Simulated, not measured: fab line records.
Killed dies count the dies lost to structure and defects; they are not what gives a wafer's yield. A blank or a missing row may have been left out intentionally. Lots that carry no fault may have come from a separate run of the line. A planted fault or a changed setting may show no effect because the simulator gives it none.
Split-lot trial || flow n5_finfet || 21 wafers read across 7 lots, on a route 1938 steps long

## SPLIT DETAILS
At N5_PASSIVATION_ETCH_15 (etches SiCN in CF4/N2, target depth 75 nm, time 81.2 s), the setting bias_w was moved away from the recipe's 70 W on 11 of the 21 wafers read, by -12.2% to +11.4%. The other wafers ran this setting at the recipe's value.

The reading comes from the split's own step.

## THE READING
rf_vpp_V, in V, at N5_PASSIVATION_ETCH_15 (etches SiCN in CF4/N2, target depth 75 nm, time 81.2 s). On this fab line, fault-free wafers typically give 381.9 V with a standard deviation of 1.8 V.

{"wafer": "L074.4", "tool, chamber at the split": "rie_diel-05, 3", "bias_w as run, W": 70, "against the recipe": "recipe", "rf_vpp_V, V": 383.2, "against lot-mates on the recipe": "-"}
{"wafer": "L074.5", "tool, chamber at the split": "rie_diel-05, 1", "bias_w as run, W": 70, "against the recipe": "recipe", "rf_vpp_V, V": 382.6, "against lot-mates on the recipe": "-"}
{"wafer": "L074.6", "tool, chamber at the split": "rie_diel-05, 0", "bias_w as run, W": 78, "against the recipe": "+11.4%", "rf_vpp_V, V": 408.7, "against lot-mates on the recipe": "+25.8"}
{"wafer": "L075.2", "tool, chamber at the split": "rie_diel-05, 1", "bias_w as run, W": 61.49, "against the recipe": "-12.2%", "rf_vpp_V, V": 353.1, "against lot-mates on the recipe": -28.9}
{"wafer": "L075.3", "tool, chamber at the split": "rie_diel-05, 3", "bias_w as run, W": 61.49, "against the recipe": "-12.2%", "rf_vpp_V, V": 351.7, "against lot-mates on the recipe": -30.3}
{"wafer": "L075.6", "tool, chamber at the split": "rie_diel-05, 3", "bias_w as run, W": 70, "against the recipe": "recipe", "rf_vpp_V, V": 382.0, "against lot-mates on the recipe": "-"}
{"wafer": "L078.2", "tool, chamber at the split": "rie_diel-02, 3", "bias_w as run, W": 63, "against the recipe": "-10.0%", "rf_vpp_V, V": 355.0, "against lot-mates on the recipe": -27.4}
{"wafer": "L078.4", "tool, chamber at the split": "rie_diel-02, 0", "bias_w as run, W": 70, "against the recipe": "recipe", "rf_vpp_V, V": 385.1, "against lot-mates on the recipe": "-"}
{"wafer": "L078.6", "tool, chamber at the split": "rie_diel-02, 3", "bias_w as run, W": 70, "against the recipe": "recipe", "rf_vpp_V, V": 379.6, "against lot-mates on the recipe": "-"}
{"wafer": "L080.1", "tool, chamber at the split": "rie_diel-05, 1", "bias_w as run, W": 65.78, "against the recipe": "-6.0%", "rf_vpp_V, V": 368.0, "against lot-mates on the recipe": "no lot-mate on the recipe"}
{"wafer": "L080.4", "tool, chamber at the split": "rie_diel-05, 2", "bias_w as run, W": 65.78, "against the recipe": "-6.0%", "rf_vpp_V, V": 367.5, "against lot-mates on the recipe": "no lot-mate on the recipe"}
{"wafer": "L080.5", "tool, chamber at the split": "rie_diel-05, 0", "bias_w as run, W": 65.78, "against the recipe": "-6.0%", "rf_vpp_V, V": 364.9, "against lot-mates on the recipe": "no lot-mate on the recipe"}
{"wafer": "L084.3", "tool, chamber at the split": "rie_diel-02, 3", "bias_w as run, W": 70, "against the recipe": "recipe", "rf_vpp_V, V": 378.6, "against lot-mates on the recipe": "-"}
{"wafer": "L084.4", "tool, chamber at the split": "rie_diel-02, 2", "bias_w as run, W": 70, "against the recipe": "recipe", "rf_vpp_V, V": 381.2, "against lot-mates on the recipe": "-"}
{"wafer": "L084.5", "tool, chamber at the split": "rie_diel-02, 3", "bias_w as run, W": 70, "against the recipe": "recipe", "rf_vpp_V, V": 381.5, "against lot-mates on the recipe": "-"}
{"wafer": "L088.1", "tool, chamber at the split": "rie_diel-02, 2", "bias_w as run, W": 76.59, "against the recipe": "+9.4%", "rf_vpp_V, V": 400.9, "against lot-mates on the recipe": "+20.7"}
{"wafer": "L088.3", "tool, chamber at the split": "rie_diel-02, 3", "bias_w as run, W": 70, "against the recipe": "recipe", "rf_vpp_V, V": 379.8, "against lot-mates on the recipe": "-"}
{"wafer": "L088.4", "tool, chamber at the split": "rie_diel-02, 1", "bias_w as run, W": 70, "against the recipe": "recipe", "rf_vpp_V, V": 380.6, "against lot-mates on the recipe": "-"}
{"wafer": "L096.1", "tool, chamber at the split": "rie_diel-03, 0", "bias_w as run, W": 76.9, "against the recipe": "+9.9%", "rf_vpp_V, V": 407.8, "against lot-mates on the recipe": "no lot-mate on the recipe"}
{"wafer": "L096.2", "tool, chamber at the split": "rie_diel-03, 2", "bias_w as run, W": 76.9, "against the recipe": "+9.9%", "rf_vpp_V, V": 407.9, "against lot-mates on the recipe": "no lot-mate on the recipe"}
{"wafer": "L096.6", "tool, chamber at the split": "rie_diel-03, 3", "bias_w as run, W": 76.9, "against the recipe": "+9.9%", "rf_vpp_V, V": 407.3, "against lot-mates on the recipe": "no lot-mate on the recipe"}

THE FIT
A straight line over all 21 wafers: rf_vpp_V changes by +2.47 V for each +1% of bias_w; r = +0.99; the points scatter about the line by 1.9 V.
The same after taking each lot's own level away (the mean of its wafers on the recipe; 15 wafers): +2.4 V for each +1%; r = +0.99; scatter 1.7 V.
That fit puts the effect of the largest move of bias_w on the reading at 29 V.
The span of the lots' own levels, 380.20 to 382.90 V, comes to 1.5 times the standard deviation stated above.
So the lot-to-lot level changes the slope little: the two slopes agree.
Check: -30 V against its lot-mates is what the line predicts for one of the wafers moved furthest among these (-12.2%) when that wafer is left out of the fit. Against them it came out at -28.9 V.
Tool readings at the split's step, against how far the setting was moved: rf_vpp_V r = +0.99.

## FURTHER SPLITS ON THESE WAFERS
Note: prior to the reading, these wafers also went through further splits. Each is held against what the fit with the lots' levels taken away leaves over:
{"other split on the same wafers": "N5_BEOL_M11_COAT_22 spin_rpm", "wafers away from the commonest value": 9, "r with rf_vpp_V (lot level and that fit taken away)": -0.07}
{"other split on the same wafers": "N5_BEOL_M11_EXPOSE_25 dose_mj", "wafers away from the commonest value": 8, "r with rf_vpp_V (lot level and that fit taken away)": -0.18}
{"other split on the same wafers": "N5_BEOL_M12_PEB_08 peb_temp_c", "wafers away from the commonest value": 7, "r with rf_vpp_V (lot level and that fit taken away)": "+0.12"}
{"other split on the same wafers": "N5_BEOL_M13_COAT_04 spin_rpm", "wafers away from the commonest value": 7, "r with rf_vpp_V (lot level and that fit taken away)": "+0.18"}
{"other split on the same wafers": "N5_BEOL_M14_ETCH_68 time_s", "wafers away from the commonest value": 7, "r with rf_vpp_V (lot level and that fit taken away)": "+0.14"}
{"other split on the same wafers": "N5_BEOL_M14_SPUTTER_43 power_w", "wafers away from the commonest value": 12, "r with rf_vpp_V (lot level and that fit taken away)": "+0.10"}
{"other split on the same wafers": "N5_MIM_BOT_ETCH_ETCH_04 time_s", "wafers away from the commonest value": 5, "r with rf_vpp_V (lot level and that fit taken away)": "+0.50"}

## THE FILE'S OWN FIT
rf_vpp_V changes by +2.4 V for each +1% of bias_w, r = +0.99.
